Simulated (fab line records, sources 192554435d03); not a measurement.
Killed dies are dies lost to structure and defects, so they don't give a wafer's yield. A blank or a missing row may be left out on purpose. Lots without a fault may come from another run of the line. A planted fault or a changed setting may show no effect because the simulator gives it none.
Which tool did it? | flow n5_finfet | 9 lots, 27 wafers sampled, at 5 steps of a route of 1938

WHAT THE GAUGES READ, wafer by wafer
N5_STI_FIN_REVEAL_INSPECT_13: inspects for defects (darkfield).
lot  | measured    | on                | raw_defect_count
L288 | day 2 14:05 | defect_inspect-02 | 19 6 12
L290 | day 3 02:37 | defect_inspect-02 | 11 16 12
L295 | day 4 08:12 | defect_inspect-01 | 14 21 12
L296 | day 4 15:39 | defect_inspect-01 | 436 425 396
L299 | day 5 12:42 | defect_inspect-01 | 426 429 415
L304 | day 6 13:31 | defect_inspect-01 | 8 26 6
L309 | day 7 19:35 | defect_inspect-01 | 10 8 8
L310 | day 8 00:59 | defect_inspect-01 | 6 7 4
L311 | day 8 07:37 | defect_inspect-02 | 16 14 17

WHICH TOOL RAN EACH LOT (tool, then ch and the chambers of the sampled wafers, then the start)
lot  | N5_FIN_CUT_CUT_ETCH_27            | N5_STI_FIN_REVEAL_ALD_14         | N5_STI_FIN_REVEAL_ETCH_34       | N5_STI_FIN_REVEAL_OXIDATION_31
L288 | rie_diel-01 ch 0,1, day 2 03:31   | ald_sin-01 ch 1,2,3, day 2 04:44 | rie_si-01 ch 1,2,3, day 2 12:41 | plasma_asher-01 ch 0,1, day 2 12:44
L290 | rie_diel-01 ch 0,1, day 2 16:53   | ald_sin-01 ch 0,2,3, day 2 17:25 | rie_si-02 ch 0,1, day 3 01:55   | plasma_asher-01 ch 0,1, day 3 02:00
L295 | rie_diel-05 ch 0,2,3, day 3 23:01 | ald_sin-02 ch 0,1,2, day 3 23:35 | rie_si-06 ch 0,2,3, day 4 07:30 | plasma_asher-02 ch 0,1, day 4 07:34
L296 | rie_diel-05 ch 0,1,2, day 4 04:08 | ald_sin-01 ch 1,3, day 4 04:45   | rie_si-01 ch 0,3, day 4 14:29   | plasma_asher-01 ch 1, day 4 14:33
L299 | rie_diel-04 ch 0,1,2, day 5 02:31 | ald_sin-01 ch 1,2,3, day 5 03:46 | rie_si-06 ch 0,1, day 5 12:00   | plasma_asher-01 ch 0,1, day 5 12:04
L304 | rie_diel-05 ch 1,2,3, day 6 04:06 | ald_sin-01 ch 0,2, day 6 04:41   | rie_si-01 ch 0,2,3, day 6 12:46 | plasma_asher-02 ch 0,1, day 6 12:50
L309 | rie_diel-04 ch 0,2,3, day 7 09:07 | ald_sin-04 ch 0,2,3, day 7 10:54 | rie_si-02 ch 0,1,2, day 7 18:53 | plasma_asher-01 ch 0,1, day 7 18:57
L310 | rie_diel-05 ch 0,2,3, day 7 15:46 | ald_sin-02 ch 0,1,3, day 7 16:17 | rie_si-01 ch 0,1,2, day 8 00:17 | plasma_asher-01 ch 0,1, day 8 00:21
L311 | rie_diel-05 ch 1,2, day 7 21:34   | ald_sin-02 ch 0,1,3, day 7 22:31 | rie_si-02 ch 0,1,3, day 8 06:53 | plasma_asher-02 ch 0,1, day 8 06:58
- N5_FIN_CUT_CUT_ETCH_27: etches SiO2 in CHF3/O2, target depth 4 nm, overetch 2 nm, time 4.9 s.
- N5_STI_FIN_REVEAL_ALD_14: deposits Si3N4, target thk 3 nm.
- N5_STI_FIN_REVEAL_ETCH_34: etches Si in H2, material Si, target depth 0.97 nm.
- N5_STI_FIN_REVEAL_OXIDATION_31: chemistry O2 PLASMA REMOTE, time 20 s.

THE ANSWER, worked out from the rows above alone
Rule: what is usual is taken from the lots themselves. Put in order of their means at a reading, lots are off if they are a third of the lots or fewer, leave a main group of 4 or more, and stand apart from it by a gap of 3 or more times the standard deviation of the main group's means; of several such gaps the widest counts. A main group whose means are all the same, to the digits that the tables above print for the reading, isn't used. A lot without any number at a reading at which 4 lots or more have one is off too. The other lots that the step has rows for count as sound.
Off: L296, L299, at N5_STI_FIN_REVEAL_INSPECT_13 (raw_defect_count). The main group: mean 12, standard deviation 3.4.
A tool fits if, at a process step before that reading, it ran every lot that is off, and no sound lot after the first of them. The gauges at N5_STI_FIN_REVEAL_INSPECT_13 are tried like those tools. None of those tried fits.

WHAT THE SIMULATOR HAD PUT IN
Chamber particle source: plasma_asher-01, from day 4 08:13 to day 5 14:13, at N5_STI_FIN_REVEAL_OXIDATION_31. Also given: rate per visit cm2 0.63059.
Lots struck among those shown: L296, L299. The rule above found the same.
